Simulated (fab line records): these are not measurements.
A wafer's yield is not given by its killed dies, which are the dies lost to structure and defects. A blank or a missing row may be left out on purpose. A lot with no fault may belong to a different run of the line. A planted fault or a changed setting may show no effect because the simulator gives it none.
The tool behind it: which one? | flow nand_harc | 12 lots with 36 wafers sampled at 6 steps, on a route of 1159 steps

## WHAT EACH GAUGE READ, for each wafer
NHARC_P_ZERO_WELL_CD_MEAS_24 targets a cd of 720 nm. Usual: cd_nm at 719.9 nm, with a standard deviation of 2.7.
lot  | measured    | on        | cd_nm (nm)        | flag
L519 | day 1 14:35 | cd_sem-02 | 723.2 721.7 720.4 |
L520 | day 1 20:39 | cd_sem-03 | 720.6 720.6 719.1 |
L521 | day 2 02:28 | cd_sem-03 | 719.1 716.0 714.6 |
L524 | day 2 20:32 | cd_sem-02 | 715.5 711.6 718.2 |
L525 | day 3 02:28 | cd_sem-01 | 721.4 716.5 719.2 |
L526 | day 3 08:30 | cd_sem-01 | 724.5 724.8 722.2 |
L527 | day 3 14:38 | cd_sem-03 | 722.2 720.3 720.0 |
L532 | day 4 20:23 | cd_sem-02 | 668.6 666.4 668.3 | OFF
L537 | day 6 02:28 | cd_sem-03 | 671.5 670.6 665.3 | OFF
L538 | day 6 08:20 | cd_sem-02 | 719.8 721.1 723.7 |
L539 | day 6 14:35 | cd_sem-01 | 717.4 719.5 714.5 |
L542 | day 7 08:39 | cd_sem-02 | 716.7 714.1 715.0 |

NHARC_END_SORT_01. Usual: killed_at_array 28, standard deviation 11; killed_at_other 0.5, standard deviation 0.87; killed_at_periphery 2.9, standard deviation 2.2; killed_dies 32, standard deviation 11; killed_open 3.2, standard deviation 1.9; killed_short 1.8, standard deviation 1.4.
lot  | measured     | on        | killed_at_array | killed_at_other | killed_at_periphery | killed_dies | killed_open | killed_short | flag
L532 | day 22 00:44 | prober-01 | 46              | 0               | 2                   | 48          | 3           | 4            |
L537 | day 23 18:11 | prober-01 | 22              | 0               | 4                   | 26          | 0           | 2            |

## WHAT TOOL EACH LOT RAN ON (gives the tool, then ch and the chambers of the sampled wafers, and finally the start)
lot  | NHARC_P_ZERO_WELL_PEB_22         | NHARC_P_STI_DESCUM_14             | NHARC_P_GATE_DEP_103           | NHARC_P_GATE_ETCH_32
L519 | litho_track-02 ch 0, day 1 14:29 | rie_diel-01 ch 0,3, day 2 11:03   | pecvd-02 ch 0,1,2, day 4 08:41 | rie_si-06 ch 0,2, day 4 10:08
L520 | litho_track-02 ch 0, day 1 20:34 | rie_diel-13 ch 0,1,3, day 2 18:38 | pecvd-02 ch 0,1,2, day 4 21:35 | rie_si-06 ch 0,2,3, day 4 22:47
L521 | litho_track-05 ch 0, day 2 02:22 | rie_diel-13 ch 0,1, day 3 02:40   | pecvd-02 ch 0,1,2, day 5 10:05 | rie_si-02 ch 1,2,3, day 5 11:54
L524 | litho_track-05 ch 0, day 2 20:26 | rie_diel-05 ch 1,3, day 3 19:23   | pecvd-02 ch 0,2, day 6 01:10   | rie_si-03 ch 0,1,2, day 6 02:31
L525 | litho_track-02 ch 0, day 3 02:22 | rie_diel-13 ch 0,2, day 3 19:25   | pecvd-04 ch 0,1,2, day 6 00:35 | rie_si-02 ch 0,1, day 6 01:46
L526 | litho_track-03 ch 0, day 3 08:25 | rie_diel-05 ch 0,2,3, day 4 05:11 | pecvd-02 ch 1,2, day 6 11:52   | rie_si-03 ch 0,2,3, day 6 13:24
L527 | litho_track-02 ch 0, day 3 14:32 | rie_diel-01 ch 2,3, day 4 11:19   | pecvd-03 ch 1,2, day 6 11:41   | rie_si-03 ch 0,2,3, day 6 13:10
L532 | litho_track-02 ch 0, day 4 20:17 | rie_diel-13 ch 0,2,3, day 5 17:08 | pecvd-04 ch 1,2, day 7 19:35   | rie_si-02 ch 1,2, day 7 20:52
L537 | litho_track-02 ch 0, day 6 02:22 | rie_diel-13 ch 0,1,3, day 6 23:29 | pecvd-03 ch 0,1,2, day 9 05:56 | rie_si-06 ch 0,1,3, day 9 07:24
L538 | litho_track-03 ch 0, day 6 08:14 | rie_diel-13 ch 1,2,3, day 7 04:49 | pecvd-02 ch 0,1,2, day 9 10:26 | rie_si-02 ch 0,1,3, day 9 11:49
L539 | litho_track-05 ch 0, day 6 14:29 | rie_diel-01 ch 1,2,3, day 7 13:01 | pecvd-04 ch 0,1,2, day 9 17:35 | rie_si-06 ch 0,2,3, day 9 18:55
L542 | litho_track-05 ch 0, day 7 08:34 | rie_diel-01 ch 0,2,3, day 8 05:19 | pecvd-04 ch 1,2, day 10 05:31  | rie_si-02 ch 1,3, day 10 06:53
- NHARC_P_ZERO_WELL_PEB_22: peb time 85 s.
- NHARC_P_STI_DESCUM_14: chemistry O2, time 3 s.
- NHARC_P_GATE_DEP_103: deposits SiON, target thk 30 nm.
- NHARC_P_GATE_ETCH_32: etches the open film in HBr/Cl2, target depth 150 nm, time 100.1 s.

## AS READ BY THE TOOLS THEMSELVES (means over the sampled wafers that have a number; for cases with no such wafer, the mark the record gives instead)
NHARC_P_ZERO_WELL_PEB_22. Usual: heater_power_total_W 163.96 W, standard deviation 0.28; plate_temp_C 117.99 C, standard deviation 0.14.
lot  | tool           | heater_power_total_W (W) | plate_temp_C (C) | flag
L519 | litho_track-02 | 163.92                   | 118.01           |
L520 | litho_track-02 | 164.02                   | 117.97           |
L521 | litho_track-05 | 163.95                   | 117.76           |
L524 | litho_track-05 | 163.69                   | 118.05           |
L525 | litho_track-02 | 164.36                   | 117.89           |
L526 | litho_track-03 | 163.91                   | 117.94           |
L527 | litho_track-02 | 164.15                   | 118.19           |
L532 | litho_track-02 | 137.93                   | 103.84           | OFF
L537 | litho_track-02 | 137.97                   | 103.79           | OFF
L538 | litho_track-03 | 163.92                   | 118.18           |
L539 | litho_track-05 | 163.92                   | 118.14           |
L542 | litho_track-05 | 164.24                   | 117.86           |

NHARC_P_STI_DESCUM_14. Usual: drypump_motor_current_A 5.8 A, standard deviation 0.4; oes_product_au 1.001 a.u., standard deviation 0.016; rf_vpp_V 57.9 V, standard deviation 0.92; showerhead_plenum_p_Torr 1.92 Torr, standard deviation 0.091; throttle_valve_pct 11.311 %, standard deviation 0.0083.
lot  | tool        | drypump_motor_current_A (A) | oes_product_au (a.u.) | rf_vpp_V (V) | showerhead_plenum_p_Torr (Torr) | throttle_valve_pct (%) | flag
L519 | rie_diel-01 | 5.4                         | 0.998                 | 57.1         | 1.84                            | 11.311                 |
L520 | rie_diel-13 | 5.8                         | 0.993                 | 58.6         | 1.94                            | 11.303                 |
L521 | rie_diel-13 | 5.6                         | 0.995                 | 58.9         | 2.01                            | 11.317                 |
L524 | rie_diel-05 | 6.2                         | 0.981                 | 57.7         | 1.94                            | 11.314                 |
L525 | rie_diel-13 | 6.0                         | 0.998                 | 57.7         | 2.03                            | 11.314                 |
L526 | rie_diel-05 | 5.6                         | 1.003                 | 58.3         | 1.90                            | 11.309                 |
L527 | rie_diel-01 | 5.9                         | 1.014                 | 59.1         | 1.96                            | 11.309                 |
L532 | rie_diel-13 | 5.8                         | 1.003                 | 57.9         | 1.93                            | 11.316                 |
L537 | rie_diel-13 | 5.8                         | 1.005                 | 58.5         | 1.94                            | 11.309                 |
L538 | rie_diel-13 | 5.6                         | 1.015                 | 57.9         | 1.92                            | 11.309                 |
L539 | rie_diel-01 | 5.9                         | 0.994                 | 58.1         | 1.93                            | 11.308                 |
L542 | rie_diel-01 | 5.7                         | 1.013                 | 57.8         | 1.89                            | 11.313                 |

NHARC_P_GATE_DEP_103. Usual: heater_power_w at 734 W, with a standard deviation of 70.
lot  | tool     | heater_power_w (W) | flag
L519 | pecvd-02 | 704                |
L520 | pecvd-02 | 729                |
L521 | pecvd-02 | 726                |
L524 | pecvd-02 | 727                |
L525 | pecvd-04 | 719                |
L526 | pecvd-02 | 675                |
L527 | pecvd-03 | 801                |
L532 | pecvd-04 | 760                |
L537 | pecvd-03 | 742                |
L538 | pecvd-02 | 738                |
L539 | pecvd-04 | 710                |
L542 | pecvd-04 | 706                |

NHARC_P_GATE_ETCH_32. Usual: drypump_motor_current_A 5.7 A, standard deviation 0.49; oes_product_au 0.998 a.u., standard deviation 0.012; throttle_valve_pct 26.406 %, standard deviation 0.0091.
lot  | tool      | drypump_motor_current_A (A) | oes_product_au (a.u.) | throttle_valve_pct (%) | flag
L519 | rie_si-06 | 6.0                         | 0.995                 | 26.406                 |
L520 | rie_si-06 | 6.1                         | 0.995                 | 26.408                 |
L521 | rie_si-02 | 5.2                         | 1.002                 | 26.403                 |
L524 | rie_si-03 | 6.0                         | 1.001                 | 26.414                 |
L525 | rie_si-02 | 5.1                         | 1.001                 | 26.414                 |
L526 | rie_si-03 | 6.1                         | 0.994                 | 26.408                 |
L527 | rie_si-03 | 6.1                         | 0.998                 | 26.409                 |
L532 | rie_si-02 | 5.2                         | 1.003                 | 26.400                 |
L537 | rie_si-06 | 5.8                         | 0.997                 | 26.409                 |
L538 | rie_si-02 | 5.1                         | 0.988                 | 26.406                 |
L539 | rie_si-06 | 6.1                         | 1.000                 | 26.415                 |
L542 | rie_si-02 | 5.1                         | 1.001                 | 26.400                 |

## THE ANSWER, worked out from the rows above alone
Rule: a lot is off if the mean of its wafers that have a number lies more than 3 standard deviations from the usual mean. Also off: a lot with no number at a reading for which 4 or more lots have one. All remaining lots with rows at the step are treated as sound. First the gauges in route order, then the tools' own readings, where a lot's mean is used as printed above. The first step at which some lot is off is used, and at that step the reading that is off furthest; a lot without a number counts as furthest.
Off at NHARC_P_ZERO_WELL_CD_MEAS_24 (cd_nm): L532, L537.
If a tool, at a process step before that reading, ran all the lots that are off and no sound lot after the first of them, it fits. The gauges at NHARC_P_ZERO_WELL_CD_MEAS_24 aren't tried: what is off there is off at NHARC_P_ZERO_WELL_PEB_22 too, on other tools, and a gauge's error can't cause that. One fits: NHARC_P_ZERO_WELL_PEB_22 on litho_track-02. Its last sound lot is L527 (day 3 14:32), its first lot that is off L532 (day 4 20:17): a fault that began between those two fits.
The tool's own readings at NHARC_P_ZERO_WELL_PEB_22 bear it out: on the lots that are off they differ by more than 5 times the standard deviation of the sound lots' means. heater_power_total_W reads 137.95 W there against 164.01 W on the sound lots; plate_temp_C reads 103.81 C there against 118.00 C on the sound lots.

## WHAT WAS PUT IN BY THE SIMULATOR
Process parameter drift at NHARC_P_ZERO_WELL_PEB_22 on litho_track-02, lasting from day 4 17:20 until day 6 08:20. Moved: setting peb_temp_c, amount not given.
Shown lots that were struck: L532, L537. The rule above reached the same finding.
